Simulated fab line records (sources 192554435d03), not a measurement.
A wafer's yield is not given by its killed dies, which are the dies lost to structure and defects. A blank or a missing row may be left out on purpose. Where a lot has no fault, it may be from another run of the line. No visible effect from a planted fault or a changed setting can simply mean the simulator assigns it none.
fab line records    flow n5Finfet
record lots=15  wafers=45  lastDay=18
route steps=1938 shown BEOL_M15@1828 MIM_TOP_LITHO@1847 MIM_BOT_LITHO@1864 PASSIVATION@1903
lots untouched by any fault: they come from a run of this same line in which no faults occurred
startH: the number of hours between the record's first day and the start of the first shown wafer of the lot    waitH: hours since the lot's step before    " the same as in the row above    L1.1+2: a single row standing in for several wafers    - either no value or no given start    * or withheld: withheld    < > ~ a bound
route shown NAME@n: a module of which the file shows steps, and the number in the route of the first    usual: mean and standard deviation over wafers with no fault    same: alike in all rows    chamber/n: place in a boat    sites: the reading at each site    _std_site: standard deviation of those values    _edge_site: inner sites' mean taken away from outer sites' mean    radiusMm: how far each site lies from the wafer's centre    mask NAME#n: copy n    behind: the most recent tool/chamber to have shaped the wafer    hold: why the lot went on hold/how many hours it stayed there/how the hold came to an end    device: the transistor (n, p or np) that didn't switch    end of line: at the end of the route, the tests of the same wafers    for a step that has no rows: nothing shown but its recipe    killed: dies that structure and defects cost at the first sort, which is not the same as the wafer's yield    map: a wafer's dies, x killed, . not, _ none there
set.NAME: the run value of the setting; set.NAME@STEP: its run value at that earlier step    model.NAME: the simulator's own value behind a step, which no gauge read
the route's steps for a sample of lots (tables are steps, rows are wafers)
services: when a tool's chamber went out of use (startH, in hours from the record's first day, below 0 if earlier), for how many hours, and the reason
## steps
# step N5_BEOL_M15_RS_MEAS_54
# recipe thkMeasGauge=four-point-probe  reads=Cu_of_BEOL_M15_ECD_47+Ta_of_BEOL_M15_SPUTTER_44+TaN_of_BEOL_M15_SPUTTER_43
# usual M15_RS=0.0216/0.00046
lot.wafer  tool          chamber  startH  waitH  M15_RS[ohm/sq]
L852.3     filmMetro-01  -        254.78  0.1    0.0216
L852.4     "             -        "       "      0.0213
L852.6     "             -        "       "      0.0213
L854.3     filmMetro-02  -        281.90  0.1    0.0217
L854.5     "             -        "       "      0.0216
L854.6     "             -        "       "      0.0213
L856.3     filmMetro-02  -        284.29  0.1    0.0214
L856.5     "             -        "       "      0.0228
L856.6     "             -        "       "      0.0212
L859.1     filmMetro-01  -        315.28  0.0    0.0215
L859.3     "             -        "       "      0.0210
L859.6     "             -        "       "      0.0217
L858.1     filmMetro-02  -        315.80  0.0    0.0219
L858.2     "             -        "       "      0.0209
L858.3     "             -        "       "      0.0217
L860.4     filmMetro-01  -        325.25  0.0    0.0209
L860.5     "             -        "       "      0.0215
L860.6     "             -        "       "      0.0215
L862.1     filmMetro-01  -        332.70  0.0    0.0211
L862.4     "             -        "       "      0.0216
L862.6     "             -        "       "      0.0211
L861.3     filmMetro-01  -        339.07  0.1    0.0218
L861.4     "             -        "       "      0.0210
L861.6     "             -        "       "      0.0218
L857.2     filmMetro-01  -        344.87  0.1    0.0209
L857.3     "             -        "       "      0.0219
L857.6     "             -        "       "      0.0219
L863.2     filmMetro-02  -        361.55  0.1    0.0216
L863.3     "             -        "       "      0.0217
L863.4     "             -        "       "      0.0219
L865.1     filmMetro-01  -        373.00  0.0    0.0212
L865.4     "             -        "       "      0.0227
L865.5     "             -        "       "      0.0214
L866.1     filmMetro-01  -        373.98  0.0    0.0211
L866.3     "             -        "       "      0.0218
L866.6     "             -        "       "      0.0216
L874.2     filmMetro-02  -        409.30  0.1    0.0210
L874.4     "             -        "       "      0.0216
L874.6     "             -        "       "      0.0209
L873.2     filmMetro-02  -        420.39  0.1    0.0215
L873.3     "             -        "       "      0.0212
L873.5     "             -        "       "      0.0211
L875.2     filmMetro-01  -        420.45  0.1    0.0213
L875.3     "             -        "       "      0.0215
L875.5     "             -        "       "      0.0213
# step N5_MIM_TOP_LITHO_CD_MEAS_08
# recipe targetCdNm=2000  landingEnergyEv=500  detector=seInlens
# usual cdNm=2000.7/2
lot.wafer  tool      chamber  startH  waitH  cdNm
L852.3     cdSem-01  0        258.49  -      2000.4
L852.4     "         0        "       "      1999.9
L852.6     "         0        "       "      1996.0
L854.3     cdSem-03  0        284.13  -      1995.7
L854.5     "         0        "       "      1997.7
L854.6     "         0        "       "      1999.5
L856.3     cdSem-01  0        286.46  -      2002.0
L856.5     "         0        "       "      2002.6
L856.6     "         0        "       "      2001.8
L859.1     cdSem-01  0        321.35  -      1996.9
L859.3     "         0        "       "      1999.9
L859.6     "         0        "       "      2001.2
L858.1     cdSem-03  0        323.19  -      2000.0
L858.2     "         0        "       "      2000.5
L858.3     "         0        "       "      2001.5
L860.4     cdSem-01  0        332.40  -      2000.2
L860.5     "         0        "       "      2003.0
L860.6     "         0        "       "      2001.0
L862.1     cdSem-02  0        337.56  -      2000.5
L862.4     "         0        "       "      1998.5
L862.6     "         0        "       "      1999.6
L861.3     cdSem-02  0        344.19  -      2004.5
L861.4     "         0        "       "      2002.9
L861.6     "         0        "       "      1999.6
L857.2     cdSem-02  0        348.79  -      1998.2
L857.3     "         0        "       "      2000.1
L857.6     "         0        "       "      1998.3
L863.2     cdSem-01  0        366.92  -      2003.4
L863.3     "         0        "       "      1999.4
L863.4     "         0        "       "      2002.0
L865.1     cdSem-01  0        377.56  -      2000.1
L865.4     "         0        "       "      2003.3
L865.5     "         0        "       "      1999.4
L866.1     cdSem-01  0        378.86  -      1999.6
L866.3     "         0        "       "      1999.6
L866.6     "         0        "       "      2003.1
L874.2     cdSem-02  0        414.83  -      2000.0
L874.4     "         0        "       "      1999.3
L874.6     "         0        "       "      2000.1
L873.2     cdSem-03  0        424.56  -      1996.6
L873.3     "         0        "       "      2000.6
L873.5     "         0        "       "      1999.1
L875.2     cdSem-03  0        424.72  -      2001.3
L875.3     "         0        "       "      1999.2
L875.5     "         0        "       "      2001.5
# step N5_MIM_BOT_LITHO_INSPECT_12
# recipe mode=adi  inspectInstrument=macro
# usual rawDefectCount=1.9/1.4
lot.wafer  tool              chamber  startH  waitH  rawDefectCount
L852.3     defectInspect-02  -        259.73  0.0    3
L852.4     "                 -        "       "      4
L852.6     "                 -        "       "      4
L854.3     defectInspect-01  -        285.01  0.0    1
L854.5     "                 -        "       "      1
L854.6     "                 -        "       "      2
L856.3     defectInspect-02  -        287.57  0.0    3
L856.5     "                 -        "       "      1
L856.6     "                 -        "       "      5
L859.1     defectInspect-02  -        322.14  0.0    3
L859.3     "                 -        "       "      3
L859.6     "                 -        "       "      3
L858.1     defectInspect-02  -        324.12  0.0    2
L858.2     "                 -        "       "      0
L858.3     "                 -        "       "      3
L860.4     defectInspect-02  -        333.30  0.0    1
L860.5     "                 -        "       "      1
L860.6     "                 -        "       "      4
L862.1     defectInspect-02  -        338.48  0.0    3
L862.4     "                 -        "       "      0
L862.6     "                 -        "       "      1
L861.3     defectInspect-02  -        345.13  0.0    2
L861.4     "                 -        "       "      3
L861.6     "                 -        "       "      1
L857.2     defectInspect-02  -        349.71  0.0    1
L857.3     "                 -        "       "      1
L857.6     "                 -        "       "      1
L863.2     defectInspect-01  -        367.71  0.0    3
L863.3     "                 -        "       "      2
L863.4     "                 -        "       "      0
L865.1     defectInspect-02  -        378.48  0.0    0
L865.4     "                 -        "       "      1
L865.5     "                 -        "       "      3
L866.1     defectInspect-02  -        379.65  0.0    2
L866.3     "                 -        "       "      2
L866.6     "                 -        "       "      4
L874.2     defectInspect-01  -        415.77  0.0    3
L874.4     "                 -        "       "      2
L874.6     "                 -        "       "      0
L873.2     defectInspect-02  -        425.48  0.0    6
L873.3     "                 -        "       "      0
L873.5     "                 -        "       "      0
L875.2     defectInspect-02  -        425.90  0.0    1
L875.3     "                 -        "       "      3
L875.5     "                 -        "       "      3
# step N5_PASSIVATION_DEVELOP_29
# recipe developTimeS=60  rinseLiquid=diw  dry=airSpin  devTempC=21
# usual chillPlateTempC=22.97/0.11  developTimeS=60/0
lot.wafer  tool           chamber  startH  waitH  chillPlateTempC  developTimeS
L852.3     lithoTrack-01  0        263.12  -      22.89            60
L852.4     "              0        "       "      22.87            60
L852.6     "              0        "       "      22.91            60
L856.3     lithoTrack-03  0        291.58  -      22.99            60
L856.5     "              0        "       "      22.99            60
L856.6     "              0        "       "      23.05            60
L854.3     lithoTrack-03  0        291.95  -      22.88            60
L854.5     "              0        "       "      22.76            60
L854.6     "              0        "       "      22.98            60
L859.1     lithoTrack-03  0        325.70  -      22.91            60
L859.3     "              0        "       "      22.76            60
L859.6     "              0        "       "      22.83            60
L858.1     lithoTrack-01  0        332.64  -      22.93            60
L858.2     "              0        "       "      22.91            60
L858.3     "              0        "       "      22.90            60
L860.4     lithoTrack-01  0        343.65  -      22.96            60
L860.5     "              0        "       "      23.06            60
L860.6     "              0        "       "      22.94            60
L862.1     lithoTrack-03  0        344.98  -      23.25            60
L862.4     "              0        "       "      23.08            60
L862.6     "              0        "       "      23.03            60
L861.3     lithoTrack-01  0        350.64  -      23.10            60
L861.4     "              0        "       "      22.89            60
L861.6     "              0        "       "      22.84            60
L857.2     lithoTrack-02  0        355.42  -      23.00            60
L857.3     "              0        "       "      22.80            60
L857.6     "              0        "       "      23.04            60
L863.2     lithoTrack-02  -        371.59  -      -                -
L863.3     "              -        "       "      -                -
L863.4     "              -        "       "      -                -
L865.1     lithoTrack-01  -        383.19  -      -                -
L865.4     "              -        "       "      -                -
L865.5     "              -        "       "      -                -
L866.1     lithoTrack-02  -        383.56  -      -                -
L866.3     "              -        "       "      -                -
L866.6     "              -        "       "      -                -
L874.2     lithoTrack-03  0        419.19  -      23.14            60
L874.4     "              0        "       "      23.00            60
L874.6     "              0        "       "      22.98            60
L873.2     lithoTrack-01  0        430.34  -      22.80            60
L873.3     "              0        "       "      22.76            60
L873.5     "              0        "       "      22.74            60
L875.2     lithoTrack-02  0        431.11  -      23.04            60
L875.3     "              0        "       "      23.09            60
L875.5     "              0        "       "      22.95            60
## services
tool           chamber  startH  hours  kind
lithoTrack-01  -        318.61  -      consumableReplace:filter
lithoTrack-01  -        334.31  -      consumableReplace:filter
lithoTrack-03  -        364.35  -      consumableReplace:filter
## key
firstSign step=N5_PASSIVATION_DEVELOP_29  reading=toolRecord  direction=missing
effect none on later readings
metAt N5_PASSIVATION_DEVELOP_29
struckLots L863,L865,L866
laterRowsLeftOut L863.2,L863.3,L863.4,L865.1,L865.4,L865.5,L866.1,L866.3,L866.6
sortLeftOut L863.2,L863.3,L863.4,L865.1,L865.4,L865.5,L866.1,L866.3,L866.6
notActingAt N5_BEOL_M15_RS_MEAS_54,N5_MIM_TOP_LITHO_CD_MEAS_08,N5_MIM_BOT_LITHO_INSPECT_12
onsetBetween 355.42 371.59
fault kind=skippedStepWhole  tool=lithoTrack-01,lithoTrack-02  chamber=-  onsetH=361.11  steps=N5_PASSIVATION_DEVELOP_29  scope=struckLotsOnly
# sortLeftOut: the simulated sort isn't trusted on such a fault, so these wafers' sort isn't shown, and their yield isn't known
# laterRowsLeftOut: the simulator's readings of these wafers behind a module that went badly wrong aren't trusted and aren't shown, but for the sort
